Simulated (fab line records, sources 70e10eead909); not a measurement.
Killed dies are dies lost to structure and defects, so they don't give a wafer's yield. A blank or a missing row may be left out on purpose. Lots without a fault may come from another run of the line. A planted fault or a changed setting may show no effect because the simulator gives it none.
A struck lot beside a sound one | flow nand_harc | 14 steps out of a route of 1302
Sound: wafers L884.1, L884.2, L884.5. Struck: wafers L880.1, L880.4, L880.5. The cause comes at the end.
At each step with rows: each side's tool, then ch and its chambers, then its first start. Under that, the readings that differ: sound wafers | struck wafers | difference of the means | sigmas: that difference in standard deviations of wafers without a fault.
alike: readings whose means differ by less than 2 such deviations, and words and numbers that are the same on both sides. not compared: withheld readings, readings that some wafer has no value for, bounds like >300 that may hide the same value, and numbers for which the record gives no deviation and whose values overlap.
The two part at a step that has a row with sigmas, a row that says differs or no value, or rows on one side only. Numbers that don't overlap but have no deviation are shown without sigmas and don't part them. A reading that every wafer of one side lacks parts them only if that side has two wafers or more.

first, 2 steps without rows for these wafers: NHARC_P_GATE_PEB_09 (peb time 85 s); NHARC_P_GATE_DEVELOP_10 (time 70 s).
NHARC_P_GATE_CD_MEAS_11: target cd 1640 nm.
  sound on cd_sem-03 ch 0, day 10 14:14; struck on cd_sem-02 ch 0, day 8 10:10
  alike: cd_nm
then, 1 step without rows for these wafers: NHARC_P_GATE_HARDBAKE_12 (time 80 s).
NHARC_P_GATE_DESCUM_13: chemistry O2, time 3 s.
  sound on rie_diel-06 ch 1,2,3, day 10 14:24; struck on rie_diel-08 ch 0,1, day 8 10:20
  alike: drypump_motor_current_A, oes_product_au, rf_vpp_V, showerhead_plenum_p_Torr, throttle_valve_pct
  not compared: rf_hours_counter_h
then, 6 steps without rows for these wafers: NHARC_P_GATE_ETCH_14 (etches SiO2 in dHF, target depth 48.8 nm); NHARC_P_GATE_STRIP_15 (strips in SPM, time 780 s); NHARC_P_GATE_PRECLEAN_71 (cleans in SC1); NHARC_P_GATE_SRD_72; NHARC_P_GATE_OXIDE_16 (material SiO2, target thk 3 nm, ox time 392 s); NHARC_P_GATE_CVD_17 (deposits poly-Si, target thk 150 nm, time 900 s).
NHARC_P_GATE_HM_DEP_102: deposits aC, target thk 120 nm.
  sound on acl_dep-03 ch 0, day 11 03:14; struck on acl_dep-03 ch 0, day 8 22:52
  alike: susceptor_temp_C, throttle_valve_pct
NHARC_P_GATE_DEP_103: deposits SiON, target thk 30 nm.
  sound on pecvd-04 ch 0,2, day 11 03:56; struck on pecvd-01 ch 0,1,2, day 8 23:34
  no value came back on the struck wafers for heater_power_outer_w (W), heater_power_w (W); on the sound wafers heater_power_outer_w (W) reads 466 470 470
  not compared: since_wet_clean_h
then, 1 step without rows for these wafers: NHARC_P_GATE_DEHYDRATE_18 (time 120 s).

WHERE THEY PART
Only at NHARC_P_GATE_DEP_103, within this record.

WHY: what the simulator had put in
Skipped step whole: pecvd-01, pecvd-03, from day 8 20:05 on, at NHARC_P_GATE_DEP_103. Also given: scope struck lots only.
